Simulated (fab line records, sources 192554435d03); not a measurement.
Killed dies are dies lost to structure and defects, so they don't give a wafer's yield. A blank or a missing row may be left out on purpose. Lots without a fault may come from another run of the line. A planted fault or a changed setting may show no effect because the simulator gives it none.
Chamber matching | flow n5_finfet | N5_BEOL_M14_VIA_ETCH_16 on rie_diel-02: 4 sister chambers
The step etches SiO2 in C4F8/O2/Ar, target depth 1231.3 nm. 20 wafers are shown with their chamber, then 10 later ones without.

WAFERS WITH THEIR CHAMBER
wafer  | chamber | drypump_motor_current_A (A) | rf_vpp_V (V) | throttle_valve_pct (%)
L077.4 | 1       | 6.0                         | 2208         | 30.94
L077.5 | 1       | 5.9                         | 2209         | 30.94
L077.6 | 0       | 6.8                         | 2270         | 30.28
L081.1 | 2       | 5.6                         | 2247         | 31.08
L081.3 | 0       | 6.8                         | 2270         | 30.29
L081.6 | 1       | 5.9                         | 2206         | 30.94
L082.2 | 3       | 5.3                         | 2248         | 30.91
L082.3 | 2       | 5.6                         | 2247         | 31.09
L082.5 | 1       | 6.0                         | 2207         | 30.94
L085.2 | 3       | 5.3                         | 2246         | 30.94
L085.3 | 2       | 5.6                         | 2247         | 31.08
L085.4 | 1       | 6.0                         | 2205         | 30.95
L086.1 | 1       | 5.9                         | 2207         | 30.95
L086.3 | 3       | 5.3                         | 2245         | 30.91
L086.5 | 2       | 5.6                         | 2246         | 31.07
L088.1 | 0       | 6.8                         | 2270         | 30.31
L088.2 | 2       | 5.6                         | 2247         | 31.10
L088.5 | 1       | 5.9                         | 2204         | 30.97
L089.3 | 3       | 5.3                         | 2245         | 30.93
L089.4 | 1       | 5.9                         | 2207         | 30.96

SIGNATURES (means of the wafers above)
reading                 | chamber 0 | chamber 1 | chamber 2 | chamber 3 | scatter within a chamber
drypump_motor_current_A | 6.800     | 5.938     | 5.600     | 5.300     | 0.0342
rf_vpp_V                | 2270.00   | 2206.62   | 2246.80   | 2246.00   | 1.24
throttle_valve_pct      | 30.2933   | 30.9488   | 31.0840   | 30.9225   | 0.0126
Rule: a wafer's distance from a chamber is the root of the sum, over the readings, of the square of ((its reading less the chamber's mean) divided by the reading's scatter). The wafer belongs to the nearest chamber; if the next one is less than 2 further off, it can't be placed. The scatter: the root of (the sum of the squares of (reading less its chamber's mean) over the shown wafers, divided by (wafers less chambers)).

WAFERS WITHOUT THEIR CHAMBER
wafer  | drypump_motor_current_A (A) | rf_vpp_V (V) | throttle_valve_pct (%)
L089.5 | 5.9                         | 2205         | 30.97
L092.2 | 5.6                         | 2247         | 31.12
L092.4 | 5.6                         | 2246         | 31.09
L092.5 | 6.8                         | 2271         | 30.32
L095.2 | 5.3                         | 2247         | 30.95
L095.4 | 5.6                         | 2244         | 31.12
L095.6 | 6.8                         | 2268         | 30.32
L097.4 | 5.3                         | 2246         | 30.96
L097.5 | 6.8                         | 2270         | 30.32
L097.6 | 5.3                         | 2246         | 30.92

WHICH CHAMBER EACH WENT THROUGH
wafer  | from the rows above | in truth
L089.5 | 1                   | 1
L092.2 | 2                   | 2
L092.4 | 2                   | 2
L092.5 | 0                   | 0
L095.2 | 3                   | 3
L095.4 | 2                   | 2
L095.6 | 0                   | 0
L097.4 | 3                   | 3
L097.5 | 0                   | 0
L097.6 | 3                   | 3
Placed correctly: 10 of 10. Can't be placed from these rows: 0. Placed wrongly: 0.
